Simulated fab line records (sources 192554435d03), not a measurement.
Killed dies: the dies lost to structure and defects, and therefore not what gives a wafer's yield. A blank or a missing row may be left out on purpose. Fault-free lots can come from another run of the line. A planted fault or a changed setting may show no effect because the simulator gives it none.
fab line records	flow n5-finfet
record: lots: 9	wafers: 27	last-day: 17
route steps=1938 shown FIN_SAQP@128 BEOL_M4@1111 PASSIVATION@1936
lots that met no fault: taken from a fault-free run of the same line
start-h: hours from the record's first day to the start of the lot's first wafer shown	wait-h: how many hours have passed since the lot's step before this one	" identical to the entry in the row above	L1.1+2: one row covering several wafers at once	- no value, or no start given	* or withheld: withheld	< > ~ a bound
route shown NAME@n: names a module that has steps shown in the file, with the first one's number in the route	usual: mean/standard deviation of fault-free wafers	same: alike in all rows	chamber/n: place in a boat	sites: the reading at each site	_std_site: standard deviation of those values	_edge_site: inner sites' mean taken away from outer sites' mean	radius-mm: how far each site lies from the wafer's centre	mask NAME#n: copy n	behind: tool/chamber where the wafer was last shaped	hold: cause of the lot's hold/its duration in hours/its outcome	device: the n, p or np transistor that did not switch	end of line: the tests these same wafers got at the end of their route	for a step that has no rows: nothing shown but its recipe	killed: at the first sort, the dies lost to defects and structure; wafer yield is something else	map: the dies of a wafer, with x for killed, . for not killed, _ for no die there
set.NAME: the setting the step ran with; set.NAME@STEP: the setting that earlier step ran with	model.NAME: the simulator's own value behind a step, which no gauge read
a sample of lots followed through the steps of the route, with each step as a table and each wafer as a row
services: the hour from which a tool's chamber was out of use, counted from the record's first day as start-h (under 0 if before that day), plus the number of hours and why
== steps ==
step: N5_FIN_SAQP_CD_MEAS_27
recipe: target-cd-nm: 20	landing-energy-ev: 1000	detector: se-inlens	polarity: line
usual: cd-nm: 20.23/0.26
lot.wafer	tool	chamber	start-h	wait-h	cd-nm
L442.2	cd-sem-01	0	36.95	0.1	20.30
L442.3	"	0	"	"	20.16
L442.4	"	0	"	"	20.39
L444.1	cd-sem-03	0	47.89	0.1	19.90
L444.2	"	0	"	"	20.11
L444.3	"	0	"	"	20.02
L445.3	cd-sem-01	0	53.53	0.1	19.90
L445.4	"	0	"	"	20.14
L445.5	"	0	"	"	20.45
L453.2	cd-sem-03	0	103.60	0.1	20.48
L453.4	"	0	"	"	20.01
L453.5	"	0	"	"	20.17
L454.3	cd-sem-02	0	109.06	0.1	20.69
L454.4	"	0	"	"	20.52
L454.5	"	0	"	"	20.09
L455.1	cd-sem-03	0	114.74	0.1	20.29
L455.2	"	0	"	"	20.02
L455.6	"	0	"	"	20.24
L460.1	cd-sem-01	0	145.14	0.1	19.89
L460.4	"	0	"	"	20.34
L460.5	"	0	"	"	20.33
L461.1	cd-sem-02	0	150.49	0.1	20.30
L461.4	"	0	"	"	20.46
L461.6	"	0	"	"	20.50
L463.1	cd-sem-02	0	161.85	0.1	20.15
L463.2	"	0	"	"	20.01
L463.5	"	0	"	"	20.07
step: N5_FIN_SAQP_RECESS_63
recipe: chemistry: HF/NH3	target: SiO2	target-depth-a: 180	afs-cycles: 3	temp-c: 30	sublimation-temp-c: 180	sublimation-time-s: 60
usual: drypump-motor-current-A: 5.95/0.14	foreline-p-Torr: 0.1280/0.0004
lot.wafer	tool	chamber	start-h	wait-h	drypump-motor-current-A	foreline-p-Torr
L442.2	vapor-etch-01	1	37.22	0.1	6.13	0.1278
L442.3	"	0	"	"	5.91	0.1283
L442.4	"	1	"	"	6.15	0.1277
L444.1	vapor-etch-01	1	48.23	0.1	6.15	0.1283
L444.2	"	0	"	"	5.90	0.1279
L444.3	"	0	"	"	5.90	0.1278
L445.3	vapor-etch-02	0	53.91	0.2	5.75	0.1281
L445.4	"	1	"	"	5.97	0.1271
L445.5	"	0	"	"	5.74	0.1276
L453.2	vapor-etch-02	0	103.86	0.1	5.74	0.1283
L453.4	"	0	"	"	5.76	0.1283
L453.5	"	0	"	"	5.74	0.1278
L454.3	vapor-etch-02	1	109.45	0.2	6.02	0.1284
L454.4	"	0	"	"	5.74	0.1286
L454.5	"	1	"	"	5.97	0.1275
L455.1	vapor-etch-01	0	115.11	0.1	5.90	0.1276
L455.2	"	1	"	"	6.14	0.1277
L455.6	"	0	"	"	5.92	0.1283
L460.1	vapor-etch-01	1	145.41	0.1	6.13	0.1279
L460.4	"	0	"	"	5.90	0.1281
L460.5	"	0	"	"	5.92	0.1275
L461.1	vapor-etch-02	0	150.76	0.1	5.75	0.1277
L461.4	"	1	"	"	5.93	0.1271
L461.6	"	0	"	"	5.74	0.1277
L463.1	vapor-etch-01	0	162.18	0.1	5.90	0.1283
L463.2	"	1	"	"	6.16	0.1281
L463.5	"	0	"	"	5.92	0.1273
step: N5_FIN_SAQP_STRIP_70
recipe: chemistry: N2/H2	power-w: 500	temp-c: 40	pressure-mtorr: 50	rf-frequency-hz: 6e+07	overash-fraction: 0.3	bias-power-w: 28	h2-frac: 0.5	n2-flow-sccm: 300	h2-flow-sccm: 300
usual: drypump-motor-current-A: 5.4/0.49	oes-product-au: 0.78/0.078	power-w: 500.1/1.4	rf-vpp-V: 121.7/1	showerhead-plenum-p-Torr: 3.34/0.13	throttle-valve-pct: 19.1/0.38
same: overash-fraction: 0.3
lot.wafer	tool	chamber	start-h	wait-h	drypump-motor-current-A	oes-product-au	power-w	rf-hours-counter-h	rf-vpp-V	showerhead-plenum-p-Torr	throttle-valve-pct
L442.2	rie-diel-06	1	37.77	0.0	5.6	0.77	503.1	142	122.4	3.37	19.4
L442.3	"	3	"	"	4.9	0.70	500.4	218	120.7	3.20	19.6
L442.4	"	2	"	"	5.3	0.78	499.4	131	121.9	3.37	19.3
L444.1	rie-diel-06	3	48.91	0.0	4.9	0.70	499.4	221	120.2	3.19	19.6
L444.2	"	1	"	"	5.6	0.77	501.5	146	121.9	3.36	19.4
L444.3	"	2	"	"	5.3	0.77	499.7	135	122.0	3.37	19.3
L445.3	rie-diel-05	2	54.34	0.0	5.4	0.99	499.6	5	122.9	3.60	18.9
L445.4	"	0	"	"	5.9	0.82	499.5	-	122.1	3.53	19.0
L445.5	"	2	"	"	5.4	0.99	501.1	-	123.1	3.60	18.9
L453.2	rie-diel-04	0	104.42	0.0	5.8	0.70	501.6	190	122.4	3.48	19.5
L453.4	"	1	"	"	5.9	0.77	502.8	154	121.3	3.24	18.9
L453.5	"	2	"	"	6.3	0.90	501.4	-	122.0	3.29	18.8
L454.3	rie-diel-06	3	109.88	0.0	4.9	0.68	498.9	242	121.4	3.18	19.6
L454.4	"	0	"	"	4.8	0.78	500.4	129	120.9	3.22	18.4
L454.5	"	2	"	"	5.3	0.75	497.9	-	122.4	3.36	19.3
L455.1	rie-diel-06	2	115.66	0.0	5.3	0.76	499.0	158	122.2	3.36	19.3
L455.2	"	0	"	"	4.8	0.78	500.7	131	121.4	3.22	18.4
L455.6	"	3	"	"	4.9	0.68	501.2	-	118.7	3.18	19.6
L460.1	rie-diel-06	0	145.95	0.0	4.8	0.77	502.5	144	122.3	3.21	18.4
L460.4	"	3	"	"	4.9	0.68	496.8	-	119.5	3.18	19.6
L460.5	"	0	"	"	4.8	0.77	497.8	-	121.2	3.21	18.4
L461.1	rie-diel-04	0	151.31	0.0	5.7	0.69	500.0	206	122.2	3.47	19.6
L461.4	"	2	"	"	6.3	0.86	500.9	50	121.9	3.28	18.8
L461.6	"	1	"	"	5.8	0.75	498.3	-	120.6	3.23	18.9
L463.1	rie-diel-05	0	162.75	0.0	5.9	0.78	498.7	116	123.0	3.50	19.1
L463.2	"	2	"	"	5.4	0.89	496.9	43	121.5	3.57	18.9
L463.5	"	1	"	"	5.1	0.90	499.8	-	120.2	3.28	18.8
step: N5_FIN_SAQP_ETCH_34
recipe: chemistry: C4F6/O2	target: SiO2	target-depth-a: 450	time-s: 15	ion-energy-ev: 250	pressure-mtorr: 30	source-w: 345	bias-w: 185	Ar_flow_sccm: 300	C4F6_flow_sccm: 10	O2_flow_sccm: 10	ends: cleared
usual: C4F6_flow_sccm: 9.998/0.029	O2_flow_sccm: 10.00/0.031	drypump-motor-current-A: 5.6/0.5	etch-rf-on-time-s: 15.01/0.28	oes-product-au: 0.67/0.064	rf-vpp-V: 659/10	showerhead-plenum-p-Torr: 2.84/0.099	throttle-valve-pct: 21.15/0.25
lot.wafer	tool	chamber	start-h	wait-h	C4F6_flow_sccm	O2_flow_sccm	drypump-motor-current-A	etch-rf-on-time-s	oes-product-au	rf-hours-counter-h	rf-vpp-V	showerhead-plenum-p-Torr	throttle-valve-pct
L442.2	rie-diel-04	0	38.83	0.0	9.987	9.97	5.8	15.31	0.61	165	665	2.96	21.07
L442.3	"	3	"	"	9.973	10.06	5.1	14.89	0.69	80	665	2.89	21.23
L442.4	"	1	"	"	9.981	9.99	5.9	15.07	0.67	128	668	2.72	20.72
L444.1	rie-diel-06	1	50.28	0.0	9.960	10.01	5.6	14.64	0.66	147	682	2.86	21.43
L444.2	"	0	"	"	9.958	9.94	4.8	15.14	0.68	109	643	2.78	21.10
L444.3	"	2	"	"	9.978	9.94	5.3	14.94	0.66	135	649	2.84	21.11
L445.3	rie-diel-06	1	55.40	0.0	9.969	9.99	5.6	14.73	0.66	148	682	2.86	21.44
L445.4	"	0	"	"	10.010	9.99	4.8	15.21	0.67	111	639	2.78	21.10
L445.5	"	2	"	"	10.085	10.01	5.3	14.92	0.66	-	647	2.84	21.14
L453.2	rie-diel-04	1	105.91	0.0	-	-	-	-	-	-	-	-	-
L453.4	"	3	"	"	-	-	-	-	-	-	-	-	-
L453.5	"	0	"	"	-	-	-	-	-	-	-	-	-
L454.3	rie-diel-06	1	110.72	0.0	-	-	-	-	-	-	-	-	-
L454.4	"	0	"	"	-	-	-	-	-	-	-	-	-
L454.5	"	1	"	"	-	-	-	-	-	-	-	-	-
L455.1	rie-diel-06	2	116.65	0.0	-	-	-	-	-	-	-	-	-
L455.2	"	1	"	"	-	-	-	-	-	-	-	-	-
L455.6	"	1	"	"	-	-	-	-	-	-	-	-	-
L460.1	rie-diel-04	0	147.13	0.0	9.994	10.04	5.8	15.56	0.59	205	662	2.94	21.12
L460.4	"	2	"	"	10.015	9.99	6.3	14.73	0.74	48	654	2.80	21.36
L460.5	"	1	"	"	9.987	10.00	5.8	15.15	0.64	-	668	2.70	20.78
L461.1	rie-diel-05	2	152.36	0.0	9.976	10.02	5.3	15.33	0.75	40	664	2.98	20.68
L461.4	"	3	"	"	9.988	9.92	6.4	15.42	0.58	225	645	2.70	21.09
L461.6	"	1	"	"	10.007	10.05	5.1	15.10	0.76	-	654	2.80	21.01
L463.1	rie-diel-04	3	163.74	0.0	9.906	9.96	5.1	14.87	0.66	122	663	2.87	21.30
L463.2	"	1	"	"	10.000	9.98	5.8	14.94	0.64	175	667	2.70	20.77
L463.5	"	3	"	"	9.917	10.00	5.1	14.91	0.66	-	663	2.87	21.31
step: N5_FIN_SAQP_HM_CD_35
recipe: target-cd-nm: 8	polarity: line
usual: cd-nm: 8.13/0.25
lot.wafer	tool	chamber	start-h	wait-h	cd-nm
L442.2	cd-sem-02	-	38.98	0.1	8.11
L442.3	"	-	"	"	8.02
L442.4	"	-	"	"	8.12
L444.1	cd-sem-03	-	50.43	0.1	8.22
L444.2	"	-	"	"	8.04
L444.3	"	-	"	"	8.09
L445.3	cd-sem-02	-	55.55	0.1	8.21
L445.4	"	-	"	"	7.93
L445.5	"	-	"	"	8.29
L453.2	cd-sem-02	-	106.06	0.1	-
L453.4	"	-	"	"	-
L453.5	"	-	"	"	-
L454.3	cd-sem-03	-	110.87	0.1	-
L454.4	"	-	"	"	-
L454.5	"	-	"	"	-
L455.1	cd-sem-01	-	116.80	0.1	-
L455.2	"	-	"	"	-
L455.6	"	-	"	"	-
L460.1	cd-sem-01	-	147.28	0.1	7.41
L460.4	"	-	"	"	8.06
L460.5	"	-	"	"	8.10
L461.1	cd-sem-03	-	152.51	0.1	8.43
L461.4	"	-	"	"	8.38
L461.6	"	-	"	"	7.99
L463.1	cd-sem-02	-	163.88	0.1	8.09
L463.2	"	-	"	"	7.80
L463.5	"	-	"	"	8.10
step: N5_FIN_SAQP_OCD_MEAS_76
usual: trench-depth-nm: 119.5/2.2
lot.wafer	tool	chamber	start-h	wait-h	trench-depth-nm
L442.2	ocd-01	-	39.26	0.0	120.0
L442.3	"	-	"	"	121.1
L442.4	"	-	"	"	121.6
L444.1	ocd-01	-	50.72	0.0	118.7
L444.2	"	-	"	"	123.6
L444.3	"	-	"	"	118.0
L445.3	ocd-02	-	55.84	0.0	115.8
L445.4	"	-	"	"	121.5
L445.5	"	-	"	"	121.0
L453.2	ocd-01	-	106.39	0.0	0.4
L453.4	"	-	"	"	0.1
L453.5	"	-	"	"	0
L454.3	ocd-01	-	111.19	0.0	0
L454.4	"	-	"	"	0
L454.5	"	-	"	"	0
L455.1	ocd-01	-	117.12	0.0	0.2
L455.2	"	-	"	"	0.0
L455.6	"	-	"	"	0
L460.1	ocd-02	-	147.56	0.0	122.0
L460.4	"	-	"	"	121.0
L460.5	"	-	"	"	120.9
L461.1	ocd-02	-	152.80	0.0	120.0
L461.4	"	-	"	"	120.5
L461.6	"	-	"	"	117.9
L463.1	ocd-02	-	164.17	0.0	119.1
L463.2	"	-	"	"	121.2
L463.5	"	-	"	"	115.3
step: N5_BEOL_M4_RC_MEAS_101
usual: DIBL_N: 36.2/1.7	DIBL_P: 36.6/1.9	IOFF_N: 0.16/0.032	IOFF_P: 0.21/0.037	ION_N: 675/12	ION_P: 460/8.1	SS_N: 71.4/0.58	SS_P: 73.4/0.64	VT_N: 249/3.2	VT_P: -252/3.4
lot.wafer	tool	chamber	start-h	wait-h	DIBL_N[mV/V]	DIBL_P[mV/V]	IOFF_N[nA/um]	IOFF_P[nA/um]	ION_N[uA/um]	ION_P[uA/um]	SS_N[mV/dec]	SS_P[mV/dec]	VT_N[mV]	VT_P[mV]
L442.2	prober-01	0	178.44	0.2	38.3	38.3	0.19	0.26	684	460	71.3	74.0	246	-247
L442.3	"	0	"	"	40.0	40.5	0.24	0.31	685	469	72.7	74.1	244	-242
L442.4	"	0	"	"	36.8	37.0	0.18	0.24	685	466	71.6	73.1	247	-246
L444.1	prober-02	0	192.76	0.0	37.4	37.4	0.19	0.21	688	468	71.5	73.3	247	-251
L444.2	"	0	"	"	35.3	34.8	0.14	0.17	669	454	71.3	73.3	253	-255
L444.3	"	0	"	"	36.7	36.8	0.18	0.20	664	457	72.4	73.7	249	-252
L445.3	prober-02	0	194.52	0.3	37.4	38.4	0.18	0.23	679	467	71.6	74.6	249	-246
L445.4	"	0	"	"	34.8	34.5	0.13	0.16	674	461	70.8	73.0	251	-251
L445.5	"	0	"	"	35.5	35.5	0.15	0.18	671	458	70.8	73.6	251	-253
L460.1	prober-02	0	286.74	0.0	36.8	36.1	0.13	0.19	656	448	71.4	72.4	253	-255
L460.4	"	0	"	"	36.7	35.8	0.15	0.18	683	457	71.7	72.7	252	-256
L460.5	"	0	"	"	37.9	37.3	0.15	0.20	671	461	71.1	73.7	250	-252
L461.1	prober-02	0	290.30	0.0	36.0	35.2	0.16	0.22	677	469	70.8	73.1	249	-249
L461.4	"	0	"	"	37.7	37.2	0.18	0.24	697	471	71.9	73.8	247	-246
L461.6	"	0	"	"	37.8	37.0	0.19	0.25	692	472	71.6	73.7	248	-247
L463.1	prober-02	0	296.75	0.0	37.0	35.9	0.16	0.21	680	465	71.2	72.9	249	-253
L463.2	"	0	"	"	35.7	34.2	0.13	0.19	666	460	69.8	72.2	254	-250
L463.5	"	0	"	"	37.2	37.3	0.17	0.23	684	469	71.0	73.9	249	-247
step: N5_PASSIVATION_PROBE_49
usual: defect-limited-yield: 91.3/1.5	killed_at_M0_to_M3: 35/10	killed_at_M4_up: 12/4.6	killed-at-contacts: 13/6.6	killed-at-front-end: 39/11	killed-at-other: 4/3.4	killed-dies: 103/17	killed-on-rim: 14/4.1	killed-open: 67/13	killed-short: 35/8.2	sort_bin_5_function: 5.1/0.94	sort_bin_6_memory: 3.2/0.7	sort-n-pass: 1077/17	sort-yield-pct: 91.3/1.5
same: gross-dies: 1180	killed-at-back-side: 0	sort_bin_4_leakage[%]: 0	sort_bin_8_speed[%]: 0
lot.wafer	tool	chamber	start-h	wait-h	defect-limited-yield[%]	killed_at_M0_to_M3	killed_at_M4_up	killed-at-contacts	killed-at-front-end	killed-at-other	killed-dies	killed-on-rim	killed-open	killed-short	sort_bin_5_function[%]	sort_bin_6_memory[%]	sort-n-pass	sort-yield-pct[%]
L444.1	prober-02	-	300.28	0.0	90.1	47	10	7	48	5	117	16	73	42	5.8	3.7	1063	90.1
L444.2	prober-02	-	300.33	0.1	92.7	24	8	13	39	2	86	12	55	31	4.1	3.1	1094	92.7
L444.3	prober-02	-	300.38	0.1	89.9	52	12	14	41	0	119	12	84	34	5.8	4.2	1061	89.9
L453.2	prober-01	-	343.01	0.1	0	22	17	5	1132	4	1180	152	64	24	97.3	2.3	0	0
L453.4	prober-01	-	343.11	0.2	0	28	16	13	1113	10	1180	152	82	27	95.9	3.7	0	0
L453.5	prober-01	-	343.16	0.2	0	26	9	13	1129	3	1180	152	60	36	96.6	3.1	0	0
L454.3	prober-02	-	347.17	0.1	0	32	15	16	1114	3	1180	152	64	45	96.6	3.1	0	0
L454.4	prober-02	-	347.22	0.2	0	22	14	17	1127	0	1180	152	65	31	96.8	3.1	0	0
L454.5	prober-02	-	347.27	0.2	0	40	7	9	1122	2	1180	152	52	52	96.6	2.8	0	0
L455.1	prober-02	-	352.70	0.0	0	30	11	18	1109	12	1180	152	50	37	97.4	2.4	0	0
L455.2	prober-02	-	352.75	0.1	0	32	10	25	1100	13	1180	152	65	40	96.4	3.1	0	0
L455.6	prober-02	-	352.95	0.3	0	33	8	24	1100	15	1180	152	67	34	96.3	3.4	0	0
killed by level:class
L444.1 BEOL_M1:geometric-particle:open=11 BEOL_M2:geometric-particle:open=11 FIN_SAQP:geometric-particle:short=10 FIN_SAQP:geometric-particle:open=8 STI_FIN_REVEAL:geometric-particle:open=8 BEOL_M0_SAQP:geometric-particle:short=8 MOL_CONTACT_COAG:geometric-particle:open=7 GATE_CUT:geometric-particle:short=6
L444.2 MOL_CONTACT_COAG:geometric-particle:open=11 FIN_SAQP:geometric-particle:short=8 BEOL_M1:geometric-particle:open=8 FIN_SAQP:geometric-particle:open=6 DUMMY_GATE:geometric-particle:open=6 GATE_CUT:geometric-particle:short=4 BEOL_M0_SAQP:geometric-particle:short=4 STARTING-WAFER:geometric-particle:open=4
L444.3 FIN_SAQP:geometric-particle:open=17 BEOL_M1:geometric-particle:open=17 STI_FIN_REVEAL:geometric-particle:open=10 MOL_CONTACT_COAG:geometric-particle:open=10 BEOL_M0_SAQP:geometric-particle:short=8 BEOL_M0_SAQP:geometric-particle:open=7 BEOL_M2:geometric-particle:open=7 BEOL_M0:geometric-particle:open=6
L453.2 FIN_SAQP:area-etch=1091 FIN_SAQP:geometric-particle:open=13 STI_FIN_REVEAL:geometric-particle:open=7 BEOL_M3:geometric-particle:open=7 BEOL_M2:geometric-particle:open=6 BEOL_M4:geometric-particle:open=6 FIN_SAQP:geometric-particle:short=5 DUMMY_GATE:geometric-particle:open=4
L453.4 FIN_SAQP:area-etch=1070 FIN_SAQP:geometric-particle:open=17 MOL_CONTACT_COAG:geometric-particle:open=12 BEOL_M3:geometric-particle:open=8 FIN_SAQP:geometric-particle:short=6 BEOL_M2:geometric-particle:open=6 STI_FIN_REVEAL:geometric-particle:open=5 BEOL_M0_SAQP:geometric-particle:open=5
L453.5 FIN_SAQP:area-etch=1084 FIN_SAQP:geometric-particle:open=14 MOL_CONTACT_COAG:geometric-particle:open=9 BEOL_M0_SAQP:geometric-particle:short=6 BEOL_M2:geometric-particle:open=6 FIN_SAQP:geometric-particle:short=5 BEOL_M0_SAQP:geometric-particle:open=5 STARTING-WAFER:geometric-particle:short=5
L454.3 FIN_SAQP:area-etch=1070 FIN_SAQP:geometric-particle:short=14 MOL_CONTACT_COAG:geometric-particle:open=13 BEOL_M0_SAQP:geometric-particle:open=8 BEOL_M1:geometric-particle:open=8 BEOL_M0_SAQP:geometric-particle:short=7 BEOL_M4:geometric-particle:open=7 FIN_SAQP:geometric-particle:open=6
L454.4 FIN_SAQP:area-etch=1083 MOL_CONTACT_COAG:geometric-particle:open=15 FIN_SAQP:geometric-particle:short=13 FIN_SAQP:geometric-particle:open=10 BEOL_M2:geometric-particle:open=8 GATE_CUT:geometric-particle:short=6 BEOL_M4:geometric-particle:open=5 BEOL_M7:geometric-particle:open=5
L454.5 FIN_SAQP:area-etch=1075 FIN_SAQP:geometric-particle:short=19 BEOL_M0_SAQP:geometric-particle:short=17 FIN_SAQP:geometric-particle:open=12 BEOL_M0_SAQP:geometric-particle:open=8 MOL_CONTACT_COAG:geometric-particle:open=6 BEOL_M2:geometric-particle:open=6 GATE_CUT:geometric-particle:short=5
L455.1 FIN_SAQP:area-etch=1093 MOL_CONTACT_COAG:geometric-particle:open=13 BEOL_M0:geometric-particle:open=7 BEOL_M0:geometric-particle:short=5 MOL_CONTACT_COAG:geometric-particle:short=5 BEOL_M0_SAQP:geometric-particle:short=5 BEOL_M2:geometric-particle:open=4 MIM_TOP:geometric-particle:short=4
L455.2 FIN_SAQP:area-etch=1075 MOL_CONTACT_COAG:geometric-particle:open=17 BEOL_M3:geometric-particle:open=12 FIN_SAQP:geometric-particle:open=8 FIN_SAQP:geometric-particle:short=8 MOL_CONTACT_COAG:geometric-particle:short=8 BEOL_M2:geometric-particle:open=8 GATE_CUT:geometric-particle:short=4
L455.6 FIN_SAQP:area-etch=1079 MOL_CONTACT_COAG:geometric-particle:open=19 BEOL_M3:geometric-particle:open=10 MOL_CONTACT_COAG:geometric-particle:short=5 BEOL_M0_SAQP:geometric-particle:open=5 PASS1_CAP:geometric-particle:short=5 GATE_CUT:geometric-particle:open=4 BEOL_M3:geometric-particle:short=4
== services ==
tool	chamber	start-h	hours	kind
rie-diel-05	2	16.26	-	clean
rie-diel-05	2	16.26	-	consumable-replace:focus-ring
rie-diel-05	2	16.26	-	consumable-replace:showerhead
rie-diel-05	2	16.26	24.8	scheduled-down
rie-diel-05	2	16.26	24.8	vent-cycle
rie-diel-05	1	50.04	5.8	repair
rie-diel-05	1	55.90	-	clean
rie-diel-05	1	55.90	-	consumable-replace:focus-ring
rie-diel-05	1	55.90	22.2	scheduled-down
rie-diel-05	1	55.90	22.2	vent-cycle
rie-diel-05	2	56.85	6.6	repair
rie-diel-04	3	62.88	3.4	repair
rie-diel-04	2	65.04	4.3	repair
rie-diel-05	3	70.68	31.9	repair
vapor-etch-02	-	115.79	2.8	pm
rie-diel-06	3	149.23	-	clean
rie-diel-06	3	149.23	-	consumable-replace:focus-ring
rie-diel-06	3	149.23	-	consumable-replace:showerhead
rie-diel-06	3	149.23	23.9	scheduled-down
rie-diel-06	3	149.23	23.9	vent-cycle
== key ==
first-sign: step: N5_FIN_SAQP_ETCH_34	reading: tool-record	direction: missing
effect: step: N5_FIN_SAQP_HM_CD_35	reading: cd-nm	direction: missing
effect: step: N5_FIN_SAQP_OCD_MEAS_76	reading: trench-depth-nm	direction: down	sigmas: 55	usual: 119.5	struck: 0.1
effect: step: N5_PASSIVATION_PROBE_49	reading: sort_bin_5_function	direction: up	sigmas: 98	usual: 5.1	struck: 96.7
more-kills-born-at: N5_FIN_SAQP_ETCH_34@rie-diel-06: 6475	N5_FIN_SAQP_ETCH_34@rie-diel-04: 3245
met-at N5_FIN_SAQP_ETCH_34
struck-lots L453,L454,L455
later-rows-left-out L453.2,L453.4,L453.5,L454.3,L454.4,L454.5,L455.1,L455.2,L455.6
not-acting-at N5_FIN_SAQP_CD_MEAS_27,N5_FIN_SAQP_RECESS_63,N5_FIN_SAQP_STRIP_70
onset-between 55.40 105.91
fault: kind: skipped-step-whole	tool: rie-diel-04,rie-diel-06	chamber: -	onset-h: 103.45	steps: N5_FIN_SAQP_ETCH_34	scope: struck-lots-only
later-rows-left-out: the simulator's readings of these wafers behind a module that went badly wrong aren't trusted and aren't shown, but for the sort
